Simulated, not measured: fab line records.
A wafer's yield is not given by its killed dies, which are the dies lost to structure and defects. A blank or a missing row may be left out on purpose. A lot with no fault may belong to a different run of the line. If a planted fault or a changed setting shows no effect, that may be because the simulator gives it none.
Chamber matching | flow nandHarc | 4 sister chambers for NHARC_THIN_TSV_ETCHBACK_48 on rieDiel-01
The step etches the open film in C4F8/Ar, target depth 1028.5 nm, time 405.17 s. 8 wafers are shown with their chamber, then 6 later ones without.

WAFERS, EACH WITH ITS CHAMBER
wafer  | chamber | rfVppV (V) | oesProductAu (a.u.)
L253.1 | 3       | 550.6      | 0.99
L252.2 | 3       | 549.4      | 0.98
L254.2 | 0       | 545.5      | 1.00
L254.3 | 2       | 549.3      | 0.99
L259.1 | 0       | 547.0      | 0.95
L259.6 | 1       | 543.3      | 0.95
L264.1 | 1       | 542.5      | 0.92
L264.4 | 2       | 550.6      | 0.91

WAFERS WITHOUT THEIR CHAMBER
wafer  | rfVppV (V) | oesProductAu (a.u.)
L264.6 | 550.5      | 0.92
L266.1 | 544.5      | 1.01
L266.5 | 551.4      | 0.99
L266.6 | 545.9      | 1.00
L268.2 | 550.3      | 1.01
L268.6 | 551.2      | 1.01

CHAMBER TAKEN BY EACH
wafer  | from the rows above     | in truth
L264.6 | can't be placed: 2 or 3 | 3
L266.1 | can't be placed: 0 or 1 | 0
L266.5 | can't be placed: 3 or 2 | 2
L266.6 | 0                       | 0
L268.2 | can't be placed: 3 or 2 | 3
L268.6 | can't be placed: 3 or 2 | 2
Correctly placed: 1 of 6. Unplaceable from these rows: 5, with the true chamber sitting among the candidates in 5. 0 placed wrongly.
How it was worked out, from the rows above alone: a wafer's distance from a chamber is the root of the sum, over the readings, of the square of ((its reading less the chamber's mean) divided by the reading's scatter). If the next closest chamber is less than 2 further off than the closest, the wafer can't be placed; otherwise it belongs to the closest. For every chamber, the mean is computed from those of its wafers that are shown. The scatter: the root of (the sum of the squares of (reading less its chamber's mean) over the shown wafers, divided by (wafers less chambers)).
